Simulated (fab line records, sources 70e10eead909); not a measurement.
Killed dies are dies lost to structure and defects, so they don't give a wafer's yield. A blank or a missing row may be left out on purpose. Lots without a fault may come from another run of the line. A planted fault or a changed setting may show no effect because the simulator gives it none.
Chamber matching | flow nand_harc | NHARC_A_CONTACT_ETCH_88 on rie_diel-08: 4 sister chambers
The step etches the open film in CF4, target depth 39 nm, time 65 s. 4 wafers are shown with their chamber, then 11 later ones without.

WAFERS WITH THEIR CHAMBER
wafer  | chamber | drypump_motor_current_A (A)
L881.5 | 3       | 6.1
L882.1 | 1       | 5.8
L882.5 | 0       | 5.9
L886.1 | 2       | 6.0

WAFERS WITHOUT THEIR CHAMBER
wafer  | drypump_motor_current_A (A)
L886.2 | 6.2
L886.4 | 5.8
L891.1 | 5.9
L891.2 | 6.0
L891.6 | 6.0
L896.1 | 5.9
L896.3 | 6.2
L896.6 | 5.9
L898.1 | 6.1
L898.3 | 6.0
L898.4 | 5.9

WHICH CHAMBER EACH WENT THROUGH
wafer  | from the rows above | in truth
L886.2 | 3                   | 3
L886.4 | 1                   | 1
L891.1 | 0                   | 0
L891.2 | 2                   | 2
L891.6 | 2                   | 2
L896.1 | 0                   | 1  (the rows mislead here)
L896.3 | 3                   | 3
L896.6 | 0                   | 0
L898.1 | 3                   | 3
L898.3 | 2                   | 2
L898.4 | 0                   | 0
Placed correctly: 10 of 11. Can't be placed from these rows: 0. Placed wrongly: 1.
How it was worked out, from the rows above alone: a wafer's distance from a chamber is the root of the sum, over the readings, of the square of ((its reading less the chamber's mean) divided by the reading's scatter). The wafer belongs to the nearest chamber; if the next one is less than 2 further off, it can't be placed. A chamber's mean is the mean of its shown wafers. The scatter: with one shown wafer a chamber, the root of the mean of the squares of how far each hidden wafer lies from its nearest shown one.
